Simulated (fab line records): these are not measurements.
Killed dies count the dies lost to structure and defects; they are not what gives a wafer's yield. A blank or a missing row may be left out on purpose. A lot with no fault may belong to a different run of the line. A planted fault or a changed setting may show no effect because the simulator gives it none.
fab line records	flow n5-finfet
record: lots: 7	wafers: 39
route steps=1938 shown FIN_SAQP@138 DUMMY_GATE@250 HKMG_FIN@402
start-h: hours from the record's first day to the start of the lot's first wafer shown	wait-h: time in hours since the lot's previous step	" unchanged from the row above	L1.1+2: several wafers, shown together as one row	- value missing, or start not given	* or withheld: withheld	< > ~ a bound
route shown NAME@n: a module of which the file shows steps, and the number in the route of the first	usual: mean and standard deviation over wafers with no fault	same: alike in all rows	chamber/n: place in a boat	sites: readings site by site	_std_site: their standard deviation	_edge_site: mean of outer sites minus mean of inner sites	radius-mm: how far each site lies from the wafer's centre	mask NAME#n: copy n	behind: the last tool/chamber to shape the wafer	hold: what put the lot on hold/how long, in hours/how the hold closed	device: which transistor (n, p or np) failed to switch	end of line: the tests these same wafers got at the end of their route	a step given without rows: its recipe and nothing more	killed: dies that structure and defects cost at the first sort, which is not the same as the wafer's yield	map: dies across one wafer; x = killed, . = not, _ = none there
set.NAME: the setting the step ran with; set.NAME@STEP: the setting that earlier step ran with	model.NAME: the simulator's own value behind a step, which no gauge read
lots where settings were altered on purpose, with a table for each step and a row for each wafer
== steps ==
step: N5_FIN_SAQP_SPACER2_ALD_28
recipe: material: SiO2	target-thk-a: 81	temp-c: 300	ald-precursor-family: BDEAS	ald-co-reactant: O2-plasma	pulse-time-s: 1	purge-time-s: 2	co-reactant-purge-time-s: 2	pressure-torr: 2
lot.wafer	tool	chamber	start-h	wait-h	set.target-thk-a	model.SiO2_of_FIN_SAQP_SPACER2_ALD_28.thk-nm
L078.3	ald-sin-03	2	49.82	0.1	81	8
L078.4+6	"	1	"	"	81	8.2
L081.1+3+6	ald-sin-03	1,2,1	69.57	0.1	85.73	8.6
L081.2+5	"	3,0	"	"	81	8.2
L081.4	"	0	"	"	81	8
L082.1+2+5	ald-sin-01	0,3,2	75.48	0.1	88.44	8.8
L082.3+4+6	"	2,1,3	"	"	81	8
L083.1+3	ald-sin-03	2,3	81.59	0.1	81	8.2
L083.2	"	0	"	"	81	8
L083.4+5+6	"	1,1,0	"	"	89.56	9
L089.1+2+3+4+5+6	ald-sin-02	2,3,0,1,2,3	115.09	0.1	81	8.2
L094.1+4	ald-sin-03	0,1	147.51	0.5	81	8
L094.2	"	3	"	"	81	8.2
L094.3	"	2	"	"	74.68	7.6
L094.5+6	"	1,2	"	"	74.68	7.4
L096.1+4	ald-sin-01	0,3	156.86	0.1	81	8
L096.2+5+6	"	2,0,3	"	"	90.75	9
L096.3	"	1	"	"	81	8.2
step: N5_FIN_SAQP_SPACER2_ETCHBACK_29
recipe: chemistry: CHF3/O2	mode: anisotropic-etchback	target: SiO2	target-depth-a: 122	time-s: 6.1	pressure-mtorr: 30	source-w: 650	bias-w: 170	Ar_flow_sccm: 200	CHF3_flow_sccm: 50	O2_flow_sccm: 5	ion-energy-ev: 200
step: N5_FIN_SAQP_MANDREL2_REMOVE_60
recipe: chemistry: HBr/Cl2/O2	bt-time-s: 10	target: a-Si	stop-on: SiNx	endpoint: OES-SiCl	over-etch-frac: 1	icp-w: 600	bias-w: 22	HBr_flow_sccm: 150	Cl2_flow_sccm: 80	O2_flow_sccm: 5	pressure-mtorr: 10
lot.wafer	tool	chamber	start-h	wait-h	set.target-thk-a@FIN_SAQP_SPACER2_ALD_28	model.FIN_SAQP.cd-nm
L078.3+4+6	rie-si-01	1,3,3	50.26	0.1	81	8.2
L081.1+3+6	rie-si-01	0,1,1	70.09	0.1	85.73	8.6
L081.2+4+5	"	2,3,2	"	"	81	8.2
L082.1	rie-si-04	2	75.99	0.1	88.44	8.6
L082.2	"	1	"	"	88.44	9
L082.3+4+6	"	0,3,3	"	"	81	8.2
L082.5	"	2	"	"	88.44	8.8
L083.1	rie-si-04	2	82.21	0.1	81	8.2
L083.2+3	"	3,0	"	"	81	8
L083.4+6	"	1	"	"	89.56	9
L083.5	"	2	"	"	89.56	8.8
L089.1+2+3+4+5+6	rie-si-03	1,3,2,0,2,3	115.50	0.1	81	8.2
L094.1+2+4	rie-si-01	1,3,2	148.03	0.1	81	8.2
L094.3	"	0	"	"	74.68	7.4
L094.5+6	"	2,1	"	"	74.68	7.6
L096.1+3	rie-si-01	0,1	157.38	0.1	81	8.2
L096.2+5+6	"	3,1,2	"	"	90.75	9
L096.4	"	2	"	"	81	8
step: N5_FIN_SAQP_HM_OPEN_33
recipe: chemistry: CH3F/O2	target: SiNx	mask-material: SiO2	target-depth-a: 494	time-s: 70.6	pressure-mtorr: 30	source-w: 395	bias-w: 73	Ar_flow_sccm: 150	CH3F_flow_sccm: 30	O2_flow_sccm: 20	ion-energy-ev: 120	ends: cleared
lot.wafer	tool	chamber	start-h	wait-h	set.target-thk-a@FIN_SAQP_SPACER2_ALD_28	model.FIN_SAQP.cd-nm
L078.3+6	rie-diel-01	3	50.45	0.1	81	8.2
L078.4	"	2	"	"	81	8
L081.1+3+6	rie-diel-05	0,2,2	70.41	0.2	85.73	8.6
L081.2+4+5	"	3,1,3	"	"	81	8.2
L082.1+5	rie-diel-05	3,1	76.15	0.0	88.44	8.8
L082.2	"	2	"	"	88.44	9
L082.3+4+6	"	1,0,0	"	"	81	8
L083.1	rie-diel-01	1	82.56	0.2	81	8.2
L083.2+3	"	2,0	"	"	81	8
L083.4+6	"	3,0	"	"	89.56	9
L083.5	"	1	"	"	89.56	8.8
L089.1+2+6	rie-diel-02	3,1,3	115.71	0.1	81	8.2
L089.3+4+5	"	2,0,2	"	"	81	8
L094.1+2	rie-diel-02	2,0	148.38	0.2	81	8.2
L094.3+5	"	1,3	"	"	74.68	7.4
L094.4	"	3	"	"	81	8
L094.6	"	2	"	"	74.68	7.6
L096.1+3	rie-diel-05	1,3	157.67	0.2	81	8.2
L096.2+5+6	"	2,1,0	"	"	90.75	9
L096.4	"	0	"	"	81	8
step: N5_FIN_SAQP_ETCH_34
recipe: chemistry: C4F6/O2	target: SiO2	target-depth-a: 450	time-s: 15	ion-energy-ev: 250	pressure-mtorr: 30	source-w: 345	bias-w: 185	Ar_flow_sccm: 300	C4F6_flow_sccm: 10	O2_flow_sccm: 10	ends: cleared
lot.wafer	tool	chamber	start-h	wait-h	set.target-thk-a@FIN_SAQP_SPACER2_ALD_28	model.FIN_SAQP.cd-nm
L078.3+6	rie-diel-01	3	50.53	0.0	81	8.2
L078.4	"	2	"	"	81	8
L081.1+3+6	rie-diel-05	0,2,2	70.48	0.0	85.73	8.6
L081.2+4+5	"	3,1,3	"	"	81	8.2
L082.1	rie-diel-05	3	76.22	0.0	88.44	8.6
L082.2+5	"	2,1	"	"	88.44	8.8
L082.3	"	1	"	"	81	8.2
L082.4+6	"	0	"	"	81	8
L083.1+3	rie-diel-01	1,0	82.63	0.0	81	8.2
L083.2	"	2	"	"	81	8
L083.4	"	3	"	"	89.56	9
L083.5	"	1	"	"	89.56	8.8
L083.6	"	0	"	"	89.56	9.2
L089.1+3+4+6	rie-diel-02	3,2,0,3	115.78	0.0	81	8
L089.2+5	"	1,2	"	"	81	8.2
L094.1	rie-diel-02	2	148.45	0.0	81	8.2
L094.2+4	"	0,3	"	"	81	8
L094.3+6	"	1,2	"	"	74.68	7.6
L094.5	"	3	"	"	74.68	7.4
L096.1+3	rie-diel-05	1,3	157.74	0.0	81	8.2
L096.2+6	"	2,0	"	"	90.75	9
L096.4	"	0	"	"	81	8
L096.5	"	1	"	"	90.75	9.2
step: N5_FIN_SAQP_STRIP_77
recipe: chemistry: N2/H2	time-s: 90	power-w: 100	temp-c: 40	pressure-mtorr: 100	rf-frequency-hz: 6e+07	bias-power-w: 3	n2-flow-sccm: 300	h2-flow-sccm: 300
step: N5_FIN_SAQP_ETCH_64
recipe: chemistry: CF4	target: SiO2	target-depth-a: 15	ion-energy-ev: 350	pressure-mtorr: 10	icp-w: 800	bias-w: 400	cf4-flow-sccm: 80
lot.wafer	tool	chamber	start-h	wait-h	set.target-thk-a@FIN_SAQP_SPACER2_ALD_28	model.FIN_SAQP.cd-nm
L078.3+4+6	rie-si-04	0,2,3	50.78	0.0	81	8.2
L081.1+3+6	rie-si-01	1,2,3	70.68	0.0	85.73	8.6
L081.2+4+5	"	0,3,0	"	"	81	8.2
L082.1+2+5	rie-si-01	3,0,3	76.42	0.0	88.44	8.8
L082.3	"	1	"	"	81	8.2
L082.4+6	"	2,0	"	"	81	8
L083.1+2+3	rie-si-03	0,2,1	82.83	0.0	81	8
L083.4	"	3	"	"	89.56	9
L083.5	"	3	"	"	89.56	8.8
L083.6	"	0	"	"	89.56	9.2
L089.1+6	rie-si-01	3,2	115.97	0.0	81	8
L089.2+3+4+5	"	1,2,0,3	"	"	81	8.2
L094.1+2	rie-si-04	2,1	148.65	0.0	81	8.2
L094.3+5+6	"	3,2,1	"	"	74.68	7.6
L094.4	"	0	"	"	81	8
L096.1+3	rie-si-01	0,2	157.93	0.0	81	8.2
L096.2+6	"	3,0	"	"	90.75	9
L096.4	"	1	"	"	81	8
L096.5	"	3	"	"	90.75	9.2
step: N5_FIN_SAQP_FIN_ETCH_36
recipe: chemistry: HBr/Cl2/O2	target-depth-a: 1200	mask-material: SiNx	time-s: 50.4	bias-w: 102	pressure-mtorr: 10	icp-w: 800	HBr_flow_sccm: 150	Cl2_flow_sccm: 80	O2_flow_sccm: 12
lot.wafer	tool	chamber	start-h	wait-h	set.target-thk-a@FIN_SAQP_SPACER2_ALD_28	model.FIN_SAQP.cd-nm
L078.3+4+6	rie-si-04	0,2,3	50.80	0.0	81	8.2
L081.1+3+6	rie-si-01	1,2,3	70.70	0.0	85.73	8.6
L081.2+4+5	"	0,3,0	"	"	81	8.2
L082.1+5	rie-si-01	3	76.44	0.0	88.44	8.8
L082.2	"	0	"	"	88.44	9
L082.3	"	1	"	"	81	8.2
L082.4+6	"	2,0	"	"	81	8
L083.1	rie-si-03	0	82.85	0.0	81	8
L083.2+3	"	2,1	"	"	81	8.2
L083.4	"	3	"	"	89.56	9.2
L083.5	"	3	"	"	89.56	8.8
L083.6	"	0	"	"	89.56	9
L089.1+2+3+4+5+6	rie-si-01	3,1,2,0,3,2	115.99	0.0	81	8.2
L094.1+2	rie-si-04	2,1	148.67	0.0	81	8.2
L094.3+5+6	"	3,2,1	"	"	74.68	7.6
L094.4	"	0	"	"	81	8
L096.1+3	rie-si-01	0,2	157.95	0.0	81	8.2
L096.2+5+6	"	3,3,0	"	"	90.75	9
L096.4	"	1	"	"	81	8
step: N5_DUMMY_GATE_ETCH_42
recipe: chemistry: CHF3/O2	target: SiO2	target-depth-a: 35	time-s: 31	ion-energy-ev: 30	bias-w: 12	pressure-mtorr: 30	source-w: 600	Ar_flow_sccm: 200	CHF3_flow_sccm: 50	O2_flow_sccm: 5
usual: rf-vpp-V: 42.6/0.96
lot.wafer	tool	chamber	start-h	wait-h	set.bias-w	rf-vpp-V
L078.3	rie-diel-06	2	72.38	0.0	12	44.0
L078.4	"	3	"	"	12	40.8
L078.6	"	3	"	"	12	43.4
L081.1	rie-diel-03	3	91.46	0.0	12	41.7
L081.2	"	0	"	"	12.96	43.8
L081.3	"	2	"	"	12.96	42.5
L081.4	"	1	"	"	12	44.1
L081.5	"	0	"	"	12.96	44.5
L081.6	"	1	"	"	12	43.6
L082.1	rie-diel-03	2	96.35	0.1	12	42.3
L082.2	"	3	"	"	12	42.1
L082.3	"	0	"	"	12	42.3
L082.4	"	1	"	"	14.05	48.9
L082.5	"	3	"	"	14.05	47.8
L082.6	"	0	"	"	14.05	47.3
L083.1	rie-diel-06	2	104.66	0.0	12	43.4
L083.2	"	0	"	"	10.16	36.5
L083.3	"	3	"	"	10.16	37.5
L083.4	"	1	"	"	12	42.7
L083.5	"	3	"	"	12	42.0
L083.6	"	0	"	"	10.16	38.6
L089.1	rie-diel-06	0	148.92	0.1	12	42.6
L089.2	"	1	"	"	13.81	46.8
L089.3	"	2	"	"	12	43.9
L089.4	"	2	"	"	13.81	47.8
L089.5	"	1	"	"	13.81	47.2
L089.6	"	0	"	"	12	42.5
L094.1	rie-diel-04	3	171.79	0.0	10.99	40.9
L094.2	"	1	"	"	12	42.7
L094.3	"	2	"	"	10.99	39.8
L094.4	"	2	"	"	12	41.9
L094.5	"	1	"	"	12	43.3
L094.6	"	3	"	"	10.99	39.5
L096.1	rie-diel-04	2	180.05	0.1	12	42.7
L096.2	"	3	"	"	14.25	47.7
L096.3	"	1	"	"	14.25	46.7
L096.4	"	3	"	"	14.25	47.5
L096.5	"	1	"	"	12	41.7
L096.6	"	2	"	"	12	42.5
step: N5_HKMG_FIN_ETCH_54
recipe: chemistry: CF4	target: SiARC	target-depth-a: 455	mask-material: CAR-ArF	time-s: 75.8	ion-energy-ev: 80	pressure-mtorr: 40	source-w: 545	bias-w: 36	Ar_flow_sccm: 100	cf4-flow-sccm: 100	ends: cleared
usual: rf-vpp-V: 183.7/0.83
lot.wafer	tool	chamber	start-h	wait-h	set.bias-w	rf-vpp-V
L078.3	rie-diel-05	2	95.08	0.0	36	183.0
L078.4	"	0	"	"	36	183.9
L078.6	"	0	"	"	36	184.2
L081.1	rie-diel-02	0	117.61	0.0	36	181.6
L081.2	"	2	"	"	36	183.3
L081.3	"	3	"	"	41.1	202.4
L081.4	"	1	"	"	41.1	200.4
L081.5	"	2	"	"	36	184.6
L081.6	"	3	"	"	41.1	200.8
L082.1	rie-diel-02	1	120.07	0.0	36	183.8
L082.2	"	0	"	"	36	183.5
L082.3	"	2	"	"	36	183.9
L082.4	"	3	"	"	36	184.9
L082.5	"	2	"	"	36	185.3
L082.6	"	3	"	"	36	184.7
L083.1	rie-diel-01	0	128.10	0.0	36	183.0
L083.2	"	2	"	"	29.89	162.9
L083.3	"	3	"	"	36	184.4
L083.4	"	3	"	"	29.89	163.2
L083.5	"	2	"	"	36	182.9
L083.6	"	0	"	"	29.89	162.8
L089.1	rie-diel-02	1	173.15	0.0	36	184.6
L089.2	"	2	"	"	36	183.8
L089.3	"	0	"	"	31.63	168.0
L089.4	"	3	"	"	31.63	169.7
L089.5	"	3	"	"	31.63	168.3
L089.6	"	2	"	"	36	183.2
L094.1	rie-diel-01	0	196.24	0.0	36	183.6
L094.2	"	1	"	"	36	184.7
L094.3	"	2	"	"	36	184.0
L094.4	"	3	"	"	36	183.7
L094.5	"	0	"	"	36	183.4
L094.6	"	3	"	"	36	183.9
L096.1	rie-diel-02	0	205.37	0.0	29.97	162.4
L096.2	"	1	"	"	36	184.8
L096.3	"	2	"	"	36	183.9
L096.4	"	3	"	"	29.97	164.7
L096.5	"	3	"	"	29.97	163.7
L096.6	"	0	"	"	36	182.8
step: N5_HKMG_FIN_EXPOSE_09
recipe: mask-id: NWFM	na: 1.35	source-shape: conventional	sigma-outer: 0.8	polarization: unpolarized	dose-mj: 39.25
lot.wafer	tool	chamber	start-h	wait-h	mask	set.dose-mj
L078.3+4+6	arfi-scanner-02	0	98.11	-	NWFM#0	39.25
L081.1+2+3+4+5+6	arfi-scanner-02	0	120.74	-	NWFM#0	39.25
L082.1+5+6	arfi-scanner-03	0	123.20	-	NWFM#0	39.25
L082.2+3+4	"	0	"	"	NWFM#0	36.32
L083.1+2+6	arfi-scanner-03	0	131.39	-	NWFM#0	36.29
L083.3+4+5	"	0	"	"	NWFM#0	39.25
L089.1+2+3+4+5+6	arfi-scanner-03	0	176.27	-	NWFM#0	39.25
L094.1+2+3	arfi-scanner-01	0	199.36	-	NWFM#0	36.65
L094.4+5+6	"	0	"	"	NWFM#0	39.25
L096.1+2+6	arfi-scanner-03	0	208.65	-	NWFM#0	38.39
L096.3+4+5	"	0	"	"	NWFM#0	39.25
step: N5_HKMG_FIN_PEB_10
recipe: peb-temp-c: withheld	peb-time-s: 60	resist: CAR-ArF
step: N5_HKMG_FIN_DEVELOP_11
recipe: develop-time-s: 30	developer: TMAH	resist: CAR-ArF	dev-temp-c: 23	rinse-liquid: diw	dry: air-spin
step: N5_HKMG_FIN_CD_MEAS_12
recipe: target-cd-nm: 92.8	landing-energy-ev: 500	detector: se-inlens
usual: cd-nm: 92.7/0.53
lot.wafer	tool	chamber	start-h	wait-h	set.dose-mj@HKMG_FIN_EXPOSE_09	cd-nm
L078.3	cd-sem-01	0	98.23	-	39.25	92.9
L078.4	"	0	"	"	39.25	93.0
L078.6	"	0	"	"	39.25	92.9
L081.1	cd-sem-02	0	120.86	-	39.25	93.0
L081.2	"	0	"	"	39.25	93.2
L081.3	"	0	"	"	39.25	93.2
L081.4	"	0	"	"	39.25	93.0
L081.5	"	0	"	"	39.25	92.7
L081.6	"	0	"	"	39.25	93.7
L082.1	cd-sem-03	0	123.33	-	39.25	94.0
L082.2	"	0	"	"	36.32	88.5
L082.3	"	0	"	"	36.32	88.1
L082.4	"	0	"	"	36.32	88.2
L082.5	"	0	"	"	39.25	93.5
L082.6	"	0	"	"	39.25	93.0
L083.1	cd-sem-01	0	131.51	-	36.29	87.5
L083.2	"	0	"	"	36.29	87.4
L083.3	"	0	"	"	39.25	92.4
L083.4	"	0	"	"	39.25	91.9
L083.5	"	0	"	"	39.25	92.1
L083.6	"	0	"	"	36.29	87.5
L089.1	cd-sem-01	0	176.40	-	39.25	92.9
L089.2	"	0	"	"	39.25	92.6
L089.3	"	0	"	"	39.25	93.3
L089.4	"	0	"	"	39.25	92.8
L089.5	"	0	"	"	39.25	93.0
L089.6	"	0	"	"	39.25	93.3
L094.1	cd-sem-03	0	199.48	-	36.65	88.1
L094.2	"	0	"	"	36.65	88.8
L094.3	"	0	"	"	36.65	88.7
L094.4	"	0	"	"	39.25	92.9
L094.5	"	0	"	"	39.25	93.3
L094.6	"	0	"	"	39.25	93.3
L096.1	cd-sem-03	0	208.77	-	38.39	90.6
L096.2	"	0	"	"	38.39	90.7
L096.3	"	0	"	"	39.25	92.2
L096.4	"	0	"	"	39.25	93.0
L096.5	"	0	"	"	39.25	92.1
L096.6	"	0	"	"	38.39	91.5
== key ==
split: step: N5_FIN_SAQP_SPACER2_ALD_28	setting: target-thk-a	stated: 81	by: wafer
response: step: N5_FIN_SAQP_SPACER2_ALD_28	reading: model.SiO2_of_FIN_SAQP_SPACER2_ALD_28.thk-nm	change: +0.0806	per: 1%	r: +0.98
response: step: N5_FIN_SAQP_MANDREL2_REMOVE_60	reading: model.FIN_SAQP.cd-nm	change: +0.0749	per: 1%	r: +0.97
response: step: N5_FIN_SAQP_HM_OPEN_33	reading: model.FIN_SAQP.cd-nm	change: +0.0805	per: 1%	r: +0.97
response: step: N5_FIN_SAQP_ETCH_34	reading: model.FIN_SAQP.cd-nm	change: +0.0757	per: 1%	r: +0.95
response: step: N5_FIN_SAQP_ETCH_64	reading: model.FIN_SAQP.cd-nm	change: +0.0804	per: 1%	r: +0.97
response: step: N5_FIN_SAQP_FIN_ETCH_36	reading: model.FIN_SAQP.cd-nm	change: +0.0767	per: 1%	r: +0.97
split: step: N5_DUMMY_GATE_ETCH_42	setting: bias-w	stated: 12	by: wafer
response: step: N5_DUMMY_GATE_ETCH_42	reading: rf-vpp-V	change: +0.291	per: 1%	r: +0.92
split: step: N5_HKMG_FIN_ETCH_54	setting: bias-w	stated: 36	by: wafer
response: step: N5_HKMG_FIN_ETCH_54	reading: rf-vpp-V	change: +1.23	per: 1%	r: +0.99
split: step: N5_HKMG_FIN_EXPOSE_09	setting: dose-mj	stated: 39.25	by: wafer
response: step: N5_HKMG_FIN_CD_MEAS_12	reading: cd-nm	change: +0.671	per: 1%	r: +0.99
